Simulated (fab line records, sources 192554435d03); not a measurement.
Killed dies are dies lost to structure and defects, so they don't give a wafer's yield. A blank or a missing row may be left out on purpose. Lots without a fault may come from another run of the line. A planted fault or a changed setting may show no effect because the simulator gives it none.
Chamber matching | flow n5_finfet | N5_BEOL_M3_ETCH_64 on rie_diel-05: 4 sister chambers
The step etches SOC in N2/H2, target depth 75 nm, overetch 15 nm, time 112.5 s. 4 wafers are shown with their chamber, then 10 later ones without.

WAFERS WITH THEIR CHAMBER
wafer  | chamber | drypump_motor_current_A (A)
L083.1 | 3       | 5.6
L086.4 | 1       | 5.7
L088.1 | 2       | 5.0
L088.2 | 0       | 6.1

WAFERS WITHOUT THEIR CHAMBER
wafer  | drypump_motor_current_A (A)
L088.5 | 6.1
L092.1 | 6.2
L092.2 | 5.0
L092.5 | 5.6
L094.2 | 5.6
L094.5 | 5.6
L094.6 | 6.2
L095.1 | 6.2
L095.3 | 5.7
L095.4 | 5.0

WHICH CHAMBER EACH WENT THROUGH
wafer  | from the rows above     | in truth
L088.5 | 0                       | 0
L092.1 | 0                       | 0
L092.2 | 2                       | 2
L092.5 | can't be placed: 3 or 1 | 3
L094.2 | can't be placed: 3 or 1 | 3
L094.5 | can't be placed: 3 or 1 | 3
L094.6 | 0                       | 0
L095.1 | 0                       | 0
L095.3 | can't be placed: 1 or 3 | 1
L095.4 | 2                       | 2
Placed correctly: 6 of 10. Can't be placed from these rows: 4 (the true chamber is among the candidates in 4). Placed wrongly: 0.
How it was worked out, from the rows above alone: a wafer's distance from a chamber is the root of the sum, over the readings, of the square of ((its reading less the chamber's mean) divided by the reading's scatter). The wafer belongs to the nearest chamber; if the next one is less than 2 further off, it can't be placed. A chamber's mean is the mean of its shown wafers. The scatter: with one shown wafer a chamber, the root of the mean of the squares of how far each hidden wafer lies from its nearest shown one.
